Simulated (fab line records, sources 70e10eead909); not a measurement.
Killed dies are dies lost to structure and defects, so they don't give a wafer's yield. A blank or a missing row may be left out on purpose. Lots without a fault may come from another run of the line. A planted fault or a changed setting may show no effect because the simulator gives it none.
A struck lot beside a sound one | flow nand_harc | 15 steps out of a route of 1302
Sound: wafers L287.1, L287.4, L287.5. Struck: wafer L295.5. (L295.1, L295.2 of the same lot were not struck and are left out.) The cause comes at the end.
At each step with rows: each side's tool, then ch and its chambers, then its first start. Under that, the readings that differ: sound wafers | struck wafers | difference of the means | sigmas: that difference in standard deviations of wafers without a fault.
alike: readings whose means differ by less than 2 such deviations, and words and numbers that are the same on both sides. not compared: withheld readings, readings that some wafer has no value for, bounds like >300 that may hide the same value, and numbers for which the record gives no deviation and whose values overlap.
The two part at a step that has a row with sigmas, a row that says differs or no value, or rows on one side only. Numbers that don't overlap but have no deviation are shown without sigmas and don't part them. A reading that every wafer of one side lacks parts them only if that side has two wafers or more.

NHARC_A_DECK1_JOINT_ETCHBACK_00: etches the open film in HBr, target depth 30 nm, time 17.4 s.
  sound on rie_si-02 ch 1,2,3, day 12 00:34; struck on rie_si-02 ch 1, day 15 19:48
  alike: chamber_pressure_mTorr, drypump_motor_current_A, oes_product_au, throttle_valve_pct
  not compared: rf_hours_counter_h
then, 8 steps without rows for these wafers: NHARC_A_DECK1_JOINT_PRECLEAN_30 (cleans in SC1); NHARC_A_DECK1_JOINT_SRD_31; NHARC_A_DECK1_JOINT_CVD_34 (deposits SiNx, target thk 20 nm); NHARC_A_DECK1_JOINT_DEP_06 (deposits SiOx, target thk 80 nm); NHARC_A_DECK1_JOINT_CURE_26 (time 32 s); NHARC_A_DECK1_JOINT_ANNEAL_27 (time 3600 s); NHARC_A_DECK1_JOINT_ANNEAL_28 (time 1800 s); NHARC_A_DECK1_JOINT_ANNEAL_29 (time 1800 s).
NHARC_A_DECK1_JOINT_CMP_02: polishes SiOx.
  sound on cmp-04 ch 0,3, day 12 21:35; struck on cmp-04 ch 0, day 16 16:32
  alike: motor_current_A
then, 1 step without rows for these wafers: NHARC_A_DECK1_JOINT_SRD_15.
NHARC_A_DECK1_JOINT_DEP_16: deposits SiO2, target thk 45 nm.
  sound on pecvd-01 ch 1,2, day 12 21:58; struck on pecvd-04 ch 2, day 16 17:04
  alike: heater_power_w, susceptor_temp_C, throttle_valve_pct
NHARC_A_DECK1_JOINT_THK_MEAS_17: measures by ellipsometry.
  sound on film_metro-01, day 12 22:15; struck on film_metro-01, day 16 17:19
  reading     | sound          | struck | difference | sigmas
  thk_nm (nm) | 45.2 46.1 44.7 | 35.5   | -9.8       | -8
NHARC_A_DECK1_JOINT_INSPECT_05:
  sound on defect_inspect-01, day 12 22:17; struck on defect_inspect-02, day 16 17:21
  alike: raw_defect_count
-- the record jumps here: 12 days lie between the struck wafers' starts before and after (it left off in module A_DECK1_JOINT and takes up again in module END, whose first step shown is number 1302 of the route) --
NHARC_END_SORT_01:
  sound on prober-01 ch 0, day 24 08:25; struck on prober-01 ch 0, day 28 15:40
  reading         | sound    | struck | difference | sigmas
  killed_at_array | 97 79 55 | 28     | -49        | -2
  killed_dies     | 98 80 58 | 34     | -45        | -2
  alike: killed_at_other, killed_at_periphery, killed_open, killed_short

WHERE THEY PART
First at NHARC_A_DECK1_JOINT_THK_MEAS_17; last, within this record, at NHARC_END_SORT_01.

WHY: what the simulator had put in
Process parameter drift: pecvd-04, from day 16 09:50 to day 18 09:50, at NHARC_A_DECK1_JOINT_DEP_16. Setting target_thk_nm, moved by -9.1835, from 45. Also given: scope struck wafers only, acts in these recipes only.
